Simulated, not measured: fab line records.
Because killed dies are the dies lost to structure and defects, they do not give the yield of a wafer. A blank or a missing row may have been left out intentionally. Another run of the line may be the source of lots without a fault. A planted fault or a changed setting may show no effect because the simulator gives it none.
Matching of chambers    flow n5Finfet    N5_BEOL_M11_STRIP_67 on rieDiel-01: 3 sister chambers
The step strips in CF4. 14 wafers are shown with their chamber, then 6 later ones without.

== WAFERS PAIRED WITH THEIR CHAMBERS ==
wafer   chamber  showerheadPlenumPTorr (Torr)  drypumpMotorCurrentA (A)  oesProductAu (a.u.)
L077.2  1        1.90                          5.9                       0.84
L077.3  3        1.80                          6.3                       0.72
L077.5  0        1.84                          5.8                       0.87
L083.1  1        1.90                          5.9                       0.83
L083.5  3        1.80                          6.3                       0.72
L083.6  0        1.83                          5.8                       0.86
L087.2  1        1.90                          5.9                       0.82
L087.4  1        1.90                          5.9                       0.82
L087.5  0        1.83                          5.8                       0.85
L088.3  1        1.90                          5.9                       0.82
L088.4  0        1.83                          5.8                       0.85
L088.5  3        1.79                          6.2                       0.71
L089.1  1        1.90                          5.9                       0.81
L089.2  0        1.83                          5.8                       0.85

SIGNATURES (averages over the wafers above)
reading                chamber 0  chamber 1  chamber 3  scatter within a chamber
showerheadPlenumPTorr  1.8320     1.9000     1.7967     0.00365
drypumpMotorCurrentA   5.800      5.900      6.267      0.0246
oesProductAu           0.8560     0.8233     0.7167     0.00915
Rule: a wafer's distance from a chamber is the root of the sum, over the readings, of the square of ((its reading less the chamber's mean) divided by the reading's scatter). The wafer belongs to the nearest chamber; if the next one is less than 2 further off, it can't be placed. The scatter is the square root of a quotient: the sum, over the shown wafers, of each reading's squared deviation from its chamber's mean, divided by wafers minus chambers.

== WAFERS WITH NO CHAMBER GIVEN ==
wafer   showerheadPlenumPTorr (Torr)  drypumpMotorCurrentA (A)  oesProductAu (a.u.)
L089.6  1.89                          5.9                       0.82
L092.1  1.83                          5.8                       0.83
L092.2  1.79                          6.3                       0.70
L092.5  1.83                          5.8                       0.83
L097.1  1.89                          5.9                       0.80
L097.5  1.79                          6.3                       0.70

== WHICH CHAMBER EACH ONE RAN IN ==
wafer   from the rows above  in truth
L089.6  1                    1
L092.1  0                    0
L092.2  3                    3
L092.5  0                    0
L097.1  1                    1
L097.5  3                    3
Correct placement for 6 of the 6. From these rows, 0 cannot be placed. Wrongly placed: 0.
